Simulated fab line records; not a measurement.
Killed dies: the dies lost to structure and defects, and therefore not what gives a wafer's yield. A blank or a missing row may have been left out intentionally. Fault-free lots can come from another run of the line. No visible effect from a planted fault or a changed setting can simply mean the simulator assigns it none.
Matching of chambers    flow n5 finfet    N5_HKMG_FIN_ALD_71 on ald metal-03: 4 sister chambers
The step deposits TiN, target thk 1 nm, pulse time 1 s, purge time 3 s. 4 wafers are shown with their chamber, then 12 later ones without.

== WAFERS, EACH WITH ITS CHAMBER ==
wafer   chamber  heater power w (W)
L081.5  2        913
L089.1  3        848
L089.3  0        1030
L089.4  1        772

== WAFERS WITH NO CHAMBER GIVEN ==
wafer   heater power w (W)
L091.2  1061
L091.4  912
L091.6  842
L093.2  908
L093.3  829
L093.4  742
L095.4  1019
L095.5  925
L095.6  837
L097.1  1040
L097.4  750
L097.5  1040

== WHICH CHAMBER EACH ONE RAN IN ==
wafer   from the rows above  in truth
L091.2  0                    0
L091.4  2                    2
L091.6  3                    3
L093.2  2                    2
L093.3  3                    3
L093.4  1                    1
L095.4  0                    0
L095.5  2                    2
L095.6  3                    3
L097.1  0                    0
L097.4  1                    1
L097.5  0                    0
Correct placement for 12 of the 12. From these rows, 0 cannot be placed. Number placed wrongly: 0.
How it was worked out, from the rows above alone: a wafer's distance from a chamber is the root of the sum, over the readings, of the square of ((its reading less the chamber's mean) divided by the reading's scatter). The wafer belongs to the nearest chamber; if the next one is less than 2 further off, it can't be placed. A chamber's mean is the mean of its shown wafers. The scatter (one wafer shown for each chamber): square how far every hidden wafer sits from the nearest shown wafer, average those squares and take the square root.
